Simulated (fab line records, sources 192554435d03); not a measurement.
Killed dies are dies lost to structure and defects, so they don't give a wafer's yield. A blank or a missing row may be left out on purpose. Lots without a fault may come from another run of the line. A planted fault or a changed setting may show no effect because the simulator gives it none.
A struck lot beside a sound one | flow n5_finfet | 40 steps out of a route of 1938
Sound: wafers L576.4, L576.5, L576.6. Struck: wafer L569.6. (L569.4 of the same lot was not struck and is left out.) The cause comes at the end.
At each step with rows: each side's tool, then ch and its chambers, then its first start. Under that, the readings that differ: sound wafers | struck wafers | difference of the means | sigmas: that difference in standard deviations of wafers without a fault.
alike: readings whose means differ by less than 2 such deviations, and words and numbers that are the same on both sides. not compared: withheld readings, readings that some wafer has no value for, bounds like >300 that may hide the same value, and numbers for which the record gives no deviation and whose values overlap.
The two part at a step that has a row with sigmas, a row that says differs or no value, or rows on one side only. Numbers that don't overlap but have no deviation are shown without sigmas and don't part them. A reading that every wafer of one side lacks parts them only if that side has two wafers or more.

first, 11 steps without rows for these wafers: N5_BEOL_M0_SAQP_SPACER1_ETCHBACK_99 (etches SiO2 in CHF3/O2, target depth 15.4 nm, time 7.7 s); N5_BEOL_M0_SAQP_MANDREL1_REMOVE_100 (chemistry HBr/Cl2/O2, target a-Si, stops on SiNx, bt time 10 s); N5_BEOL_M0_SAQP_ETCH_101 (etches SiNx in CH3F/O2, target depth 29.9 nm, time 42.7 s); N5_BEOL_M0_SAQP_ETCH_102 (etches SiO2 in CF4, target depth 4 nm, time 4.4 s); N5_BEOL_M0_SAQP_MANDREL_ETCH_103 (etches a-Si in HBr/Cl2, stops on SiCN, target depth 45 nm, bt time 10 s, time 27 s); N5_BEOL_M0_SAQP_RECESS_104 (chemistry HF/NH3, target SiO2, target depth 18 nm, afs cycles 3, sublimation time 60 s); N5_BEOL_M0_SAQP_COAT_105 (time 60 s, resist thk 100 nm); N5_BEOL_M0_SAQP_ETCH_106 (etches SOC in N2/H2, stops on SiNx, target depth 150 nm); N5_BEOL_M0_SAQP_ETCH_107 (etches SiNx in CH3F/O2, target depth 30 nm); N5_BEOL_M0_SAQP_STRIP_108 (strips in N2/H2); N5_BEOL_M0_SAQP_RECESS_109 (chemistry HF/NH3, target SiO2, target depth 3 nm, afs cycles 1, sublimation time 60 s).
N5_BEOL_M0_SAQP_SPACER2_ALD_26: deposits SiO2, target thk 15 nm, pulse time 1 s, purge time 2 s.
  sound on ald_sin-01 ch 0,1,2, day 11 16:37; struck on ald_sin-03 ch 1, day 9 23:13
  reading                                               | sound    | struck | difference | sigmas
  model.SiO2_of_BEOL_M0_SAQP_SPACER2_ALD_26.thk_nm (nm) | 15 15 15 | 10     | -5         |
  alike: heater_power_w, precursor_pulse_height_rel
then, 1 step without rows for these wafers: N5_BEOL_M0_SAQP_SPACER2_ETCHBACK_27 (etches SiO2 in CHF3/O2, target depth 22.5 nm, time 11.25 s).
N5_BEOL_M0_SAQP_MANDREL2_REMOVE_110: chemistry HBr/Cl2/O2, target a-Si, stops on SiCN, bt time 10 s.
  sound on rie_si-05 ch 0,3, day 11 17:17; struck on rie_si-02 ch 1, day 9 23:59
  reading                                               | sound          | struck | difference | sigmas
  model.BEOL_M0_SAQP.cd_nm (nm)                         | 15 15.2 15     | 10     | -5         |
  model.SiO2_of_BEOL_M0_SAQP_SPACER2_ALD_26.thk_nm (nm) | 10.6 10.6 10.6 | 5.6    | -5.0       |
  alike: drypump_motor_current_A, oes_product_au, throttle_valve_pct
  not compared: rf_hours_counter_h
N5_BEOL_M0_SAQP_CD_MEAS_29: target cd 14.4 nm.
  sound on cd_sem-02 ch 0, day 11 17:24; struck on cd_sem-03 ch 0, day 10 00:03
  reading    | sound             | struck | difference | sigmas
  cd_nm (nm) | 14.96 15.06 15.20 | 9.71   | -5.36      | -28
then, 23 steps without rows for these wafers: N5_BEOL_M0_SAQP_COAT_69 (time 60 s, resist thk 90 nm); N5_BEOL_M0_SAQP_COAT_72 (time 60 s, resist thk 15 nm); N5_BEOL_M0_SAQP_COAT_87 (time 60 s, resist thk 5 nm); N5_BEOL_M0_SAQP_COAT_34 (resist thk 30 nm); N5_BEOL_M0_SAQP_EBR_36; N5_BEOL_M0_SAQP_SOFTBAKE_35 (time 60 s); N5_BEOL_M0_SAQP_EXPOSE_37 (exposes mask M0 CUT1, target cd 30 nm); N5_BEOL_M0_SAQP_PEB_38 (peb time 60 s); N5_BEOL_M0_SAQP_DEVELOP_39 (develop time 30 s); N5_BEOL_M0_SAQP_DESCUM_45 (chemistry O2, time 7 s); N5_BEOL_M0_SAQP_ETCH_88 (etches underlayer in N2/H2, target depth 6.5 nm, time 5.2 s); N5_BEOL_M0_SAQP_ETCH_73 (etches SiARC in CF4, target depth 19.5 nm, time 32.5 s); N5_BEOL_M0_SAQP_CUT_ETCH_46 (etches SOC in N2/H2, target depth 135 nm, overetch 27 nm, time 202.5 s); N5_BEOL_M0_SAQP_STRIP_74 (strips in N2/H2); N5_BEOL_M0_SAQP_STRIP_89 (strips in N2/H2); N5_BEOL_M0_SAQP_ALD_48 (deposits SiO2, target thk 20 nm, pulse time 1 s, co reactant pulse time 1 s); N5_BEOL_M0_SAQP_ETCH_49 (etches SiO2 in CF4/O2, target depth 37 nm); N5_BEOL_M0_SAQP_STRIP_75 (strips in CF4); N5_BEOL_M0_CUTY_COAT_50 (time 60 s, resist thk 15 nm); N5_BEOL_M0_CUTY_COAT_51 (resist thk 150 nm); N5_BEOL_M0_CUTY_EBR_52; N5_BEOL_M0_CUTY_SOFTBAKE_53 (time 60 s); N5_BEOL_M0_CUTY_EXPOSE_54 (exposes mask M0 ABLK).
N5_BEOL_M4_RC_MEAS_101:
  the record has rows for the sound wafers here (prober-02 ch 0, day 14 08:32) and none for the struck ones
-- the record jumps here: 7 days lie between the struck wafers' starts before and after (it left off in module BEOL_M4 and takes up again in module PASSIVATION, whose first step shown is number 1936 of the route) --
N5_PASSIVATION_PROBE_49:
  the record has rows for the struck wafers here (prober-01, day 17 01:55) and none for the sound ones

WHERE THEY PART
First at N5_BEOL_M0_SAQP_CD_MEAS_29; last, within this record, at N5_PASSIVATION_PROBE_49.

WHY: what the simulator had put in
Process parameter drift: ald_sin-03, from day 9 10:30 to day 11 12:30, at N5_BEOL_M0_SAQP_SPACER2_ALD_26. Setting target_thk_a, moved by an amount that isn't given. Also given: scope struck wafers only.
